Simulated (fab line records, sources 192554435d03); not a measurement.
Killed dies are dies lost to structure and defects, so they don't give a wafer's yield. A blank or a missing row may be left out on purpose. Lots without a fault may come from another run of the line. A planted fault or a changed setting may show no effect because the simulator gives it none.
Chamber matching | flow n5_finfet | N5_HKMG_FIN_STRIP_90 on rie_diel-01: 4 sister chambers
The step strips SOC in N2/H2, time 20 s. 8 wafers are shown with their chamber, then 9 later ones without.

WAFERS WITH THEIR CHAMBER
wafer  | chamber | showerhead_plenum_p_Torr (Torr) | throttle_valve_pct (%)
L085.3 | 3       | 3.44                            | 18.74
L087.6 | 1       | 3.30                            | 18.79
L088.1 | 2       | 3.35                            | 18.98
L088.3 | 3       | 3.44                            | 18.73
L088.4 | 0       | 3.45                            | 19.18
L091.1 | 2       | 3.34                            | 19.02
L091.5 | 1       | 3.29                            | 18.79
L091.6 | 0       | 3.45                            | 19.19

WAFERS WITHOUT THEIR CHAMBER
wafer  | showerhead_plenum_p_Torr (Torr) | throttle_valve_pct (%)
L092.1 | 3.34                            | 19.01
L092.2 | 3.43                            | 18.73
L092.3 | 3.45                            | 19.18
L094.2 | 3.45                            | 19.21
L094.4 | 3.29                            | 18.81
L094.6 | 3.43                            | 18.74
L097.3 | 3.34                            | 19.02
L097.4 | 3.43                            | 18.76
L097.5 | 3.29                            | 18.84

WHICH CHAMBER EACH WENT THROUGH
wafer  | from the rows above | in truth
L092.1 | 2                   | 2
L092.2 | 3                   | 3
L092.3 | 0                   | 0
L094.2 | 0                   | 0
L094.4 | 1                   | 1
L094.6 | 3                   | 3
L097.3 | 2                   | 2
L097.4 | 3                   | 3
L097.5 | 1                   | 1
Placed correctly: 9 of 9. Can't be placed from these rows: 0. Placed wrongly: 0.
How it was worked out, from the rows above alone: a wafer's distance from a chamber is the root of the sum, over the readings, of the square of ((its reading less the chamber's mean) divided by the reading's scatter). The wafer belongs to the nearest chamber; if the next one is less than 2 further off, it can't be placed. A chamber's mean is the mean of its shown wafers. The scatter: the root of (the sum of the squares of (reading less its chamber's mean) over the shown wafers, divided by (wafers less chambers)).
